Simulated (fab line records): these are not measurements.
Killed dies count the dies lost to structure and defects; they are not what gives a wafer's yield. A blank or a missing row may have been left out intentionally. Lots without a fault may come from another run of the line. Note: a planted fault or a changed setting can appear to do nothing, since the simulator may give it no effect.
Which tool did it? -- flow nand_harc -- Sampling: 11 lots, 33 wafers, 5 of 1159 route steps

WHAT THE GAUGES READ, wafer by wafer
NHARC_END_SORT_01.
lot,measured,on,killed_at_array,killed_at_other,killed_at_periphery,killed_dies,killed_open,killed_short
L363,day 20 13:37,prober-01,30 21 23,0 0 0,0 3 0,30 24 23,2 2 3,1 2 0
L370,day 21 13:03,prober-01,11 7 14,0 0 0,4 4 1,15 11 15,1 1 2,1 1 1
L373,day 22 05:19,prober-02,33 24 27,0 0 0,644 653 650,677 677 677,3 3 2,2 2 2
L374,day 22 04:41,prober-01,38 24 34,1 1 0,638 652 643,677 677 677,2 6 2,6 0 6
L377,day 22 21:02,prober-02,15 32 22,0 0 1,4 3 2,19 35 25,2 5 3,1 5 1
L379,day 23 03:11,prober-01,35 31 25,0 0 0,2 5 1,37 36 26,4 6 3,4 0 4
L381,day 23 12:02,prober-02,25 20 7,4 1 4,8 11 8,37 32 19,9 2 2,1 0 2
L380,day 23 03:58,prober-02,42 30 52,3 1 1,3 5 4,48 36 57,1 3 8,1 0 2
L382,day 23 19:44,prober-02,46 38 44,2 4 4,6 7 6,54 49 54,4 2 5,5 4 1
L384,day 25 01:52,prober-02,50 47 50,2 3 0,2 2 6,54 52 56,2 4 5,2 4 5
L386,day 24 04:13,prober-02,22 33 28,0 0 0,3 4 2,25 37 30,4 4 2,3 4 4

WHAT TOOL EACH LOT RAN ON (gives the tool, then ch and the chambers of the sampled wafers, and finally the start)
lot,NHARC_P_GATE_DESCUM_31,NHARC_P_GATE_STRIP_108,NHARC_P_GATE_ALD_36,NHARC_P_GATE_DESCUM_61
L363,"rie_diel-07 ch 0,1,2, day 4 13:14","rie_diel-07 ch 0,2,3, day 4 13:55","ald_sin-04 ch 1,3, day 4 15:35","rie_diel-07 ch 0,2,3, day 5 02:52"
L370,"rie_diel-07 ch 0,1,2, day 6 12:22","rie_diel-07 ch 1,3, day 6 12:58","ald_sin-04 ch 1,2,3, day 6 14:40","rie_diel-01 ch 1,2,3, day 7 02:55"
L373,"rie_diel-11 ch 0,2, day 7 06:08","rie_diel-11 ch 1,3, day 7 07:01","ald_sin-02 ch 0,2, day 7 07:38","rie_diel-11 ch 1,3, day 7 22:17"
L374,"rie_diel-07 ch 0,1,2, day 7 06:15","rie_diel-07 ch 0,2,3, day 7 06:58","ald_sin-04 ch 0,1,3, day 7 07:36","rie_diel-07 ch 1,2,3, day 7 19:58"
L377,"rie_diel-11 ch 0,1,2, day 8 06:41","rie_diel-07 ch 0,1,3, day 8 07:35","ald_sin-02 ch 0,1,2, day 8 11:25","rie_diel-07 ch 0,1, day 8 20:48"
L379,"rie_diel-11 ch 0,1,3, day 8 16:25","rie_diel-11 ch 0,1,3, day 8 17:03","ald_sin-04 ch 1,2,3, day 8 17:41","rie_diel-07 ch 0,1,3, day 9 06:13"
L381,"rie_diel-07 ch 0,1,2, day 8 23:38","rie_diel-07 ch 0,1,2, day 9 00:23","ald_sin-02 ch 1,2,3, day 9 01:01","rie_diel-07 ch 1,2,3, day 9 13:22"
L380,"rie_diel-07 ch 2,3, day 8 23:47","rie_diel-07 ch 1,2,3, day 9 00:30","ald_sin-01 ch 0,1,3, day 9 01:06","rie_diel-01 ch 1,2,3, day 9 13:43"
L382,"rie_diel-07 ch 0,2,3, day 9 07:04","rie_diel-11 ch 0,1,3, day 9 07:41","ald_sin-02 ch 0,2,3, day 9 09:25","rie_diel-07 ch 0,1,2, day 9 20:39"
L384,"rie_diel-11 ch 1,2,3, day 9 23:46","rie_diel-11 ch 1,3, day 10 00:28","ald_sin-02 ch 1,2, day 10 01:05","rie_diel-11 ch 0,2, day 10 14:32"
L386,"rie_diel-11 ch 0,2,3, day 10 05:06","rie_diel-01 ch 0,1,3, day 10 05:43","ald_sin-04 ch 0,1,3, day 10 06:21","rie_diel-11 ch 0,1,2, day 10 18:50"
- NHARC_P_GATE_DESCUM_31: chemistry O2, time 3 s.
- NHARC_P_GATE_STRIP_108: strips in O2.
- NHARC_P_GATE_ALD_36: deposits SiNx, target thk 20 nm, pulse time 60 s, ald cycles 223.
- NHARC_P_GATE_DESCUM_61: chemistry O2, time 3 s.

AS READ BY THE TOOLS THEMSELVES (means over the sampled wafers that have a number; for cases with no such wafer, the mark the record gives instead)
NHARC_P_GATE_DESCUM_31.
lot,tool,drypump_motor_current_A (A),oes_product_au (a.u.),rf_vpp_V (V),showerhead_plenum_p_Torr (Torr),throttle_valve_pct (%)
L363,rie_diel-07,5.86,0.998,57.4,1.87,11.315
L370,rie_diel-07,5.86,0.996,56.9,1.87,11.312
L373,rie_diel-11,5.49,1.003,57.0,1.85,11.313
L374,rie_diel-07,5.85,0.996,57.2,1.87,11.314
L377,rie_diel-11,5.78,1.001,58.1,1.92,11.307
L379,rie_diel-11,5.86,0.991,58.2,1.93,11.315
L381,rie_diel-07,5.84,0.997,58.0,1.87,11.316
L380,rie_diel-07,5.65,0.995,57.7,1.94,11.327
L382,rie_diel-07,5.73,1.000,57.9,1.91,11.312
L384,rie_diel-11,5.87,1.000,58.2,1.95,11.300
L386,rie_diel-11,5.56,1.005,58.7,1.97,11.310

NHARC_P_GATE_STRIP_108.
lot,tool,drypump_motor_current_A (A),oes_product_au (a.u.),rf_vpp_V (V),showerhead_plenum_p_Torr (Torr),throttle_valve_pct (%)
L363,rie_diel-07,5.75,0.995,57.5,3.53,17.031
L370,rie_diel-07,5.79,1.004,57.1,3.45,17.042
L373,rie_diel-11,5.97,1.005,57.4,3.46,17.026
L374,rie_diel-07,5.78,0.999,57.5,3.53,17.036
L377,rie_diel-07,5.77,1.007,56.6,3.45,17.041
L379,rie_diel-11,5.85,0.999,58.3,3.56,17.033
L381,rie_diel-07,5.88,0.998,58.5,3.45,17.037
L380,rie_diel-07,5.76,1.001,57.4,3.51,17.048
L382,rie_diel-11,5.87,0.994,57.6,3.56,17.037
L384,rie_diel-11,6.19,0.999,57.6,3.52,17.047
L386,rie_diel-01,6.04,1.002,57.8,3.50,17.032

NHARC_P_GATE_ALD_36.
lot,tool,heater_power_outer_w (W),heater_power_w (W),precursor_pulse_height_rel
L363,ald_sin-04,473,812,0.989
L370,ald_sin-04,491,784,0.996
L373,ald_sin-02,-,-,-
L374,ald_sin-04,-,-,-
L377,ald_sin-02,529,876,0.987
L379,ald_sin-04,481,785,0.986
L381,ald_sin-02,492,797,0.987
L380,ald_sin-01,481,790,0.996
L382,ald_sin-02,488,837,1.012
L384,ald_sin-02,527,858,0.983
L386,ald_sin-04,471,789,1.014

NHARC_P_GATE_DESCUM_61.
lot,tool,drypump_motor_current_A (A),oes_product_au (a.u.),rf_vpp_V (V),showerhead_plenum_p_Torr (Torr),throttle_valve_pct (%)
L363,rie_diel-07,5.74,0.989,58.2,1.91,11.310
L370,rie_diel-01,5.81,1.004,58.0,1.85,11.309
L373,rie_diel-11,6.17,0.999,58.2,1.91,11.323
L374,rie_diel-07,5.76,0.992,58.4,1.91,11.313
L377,rie_diel-07,5.87,1.001,57.6,1.83,11.313
L379,rie_diel-07,5.76,0.995,57.1,1.87,11.313
L381,rie_diel-07,5.75,0.997,58.1,1.90,11.319
L380,rie_diel-01,5.81,0.997,57.9,1.84,11.308
L382,rie_diel-07,5.85,0.998,57.6,1.87,11.307
L384,rie_diel-11,5.48,1.003,57.8,2.03,11.316
L386,rie_diel-11,5.78,1.001,58.9,2.01,11.309

THE ANSWER, worked out from the rows above alone
Rule: the usual values come from the lots themselves. The widest of any qualifying gaps counts: lots, ordered by their means at a reading, are off when they make up no more than a third of the lots, leave a main group of 4 or more, and stand apart from it by 3 or more times the standard deviation of that group's means. A main group whose means are all the same, to the digits that the tables above print for the reading, isn't used. A lot without any number at a reading at which 4 lots or more have one is off too. Any other lot the step has rows for is counted as sound. Order of review: gauges by route order, followed by the tools' own readings, for which a lot's mean as printed above is used. The first step at which some lot is off is used, and at that step the reading that is off furthest; a lot without a number counts as furthest.
Off, at NHARC_END_SORT_01 on killed_at_periphery: L373, L374. Main group: mean 3.9, sd 2.2.
If a tool, at a process step before that reading, ran all the lots that are off and no sound lot after the first of them, it fits. Not tried: the gauges at NHARC_END_SORT_01; whatever is off there is also off at NHARC_P_GATE_ALD_36, on other tools, and gauge error can't account for it. Not one of the candidates tried fits.

WHAT WAS PUT IN BY THE SIMULATOR
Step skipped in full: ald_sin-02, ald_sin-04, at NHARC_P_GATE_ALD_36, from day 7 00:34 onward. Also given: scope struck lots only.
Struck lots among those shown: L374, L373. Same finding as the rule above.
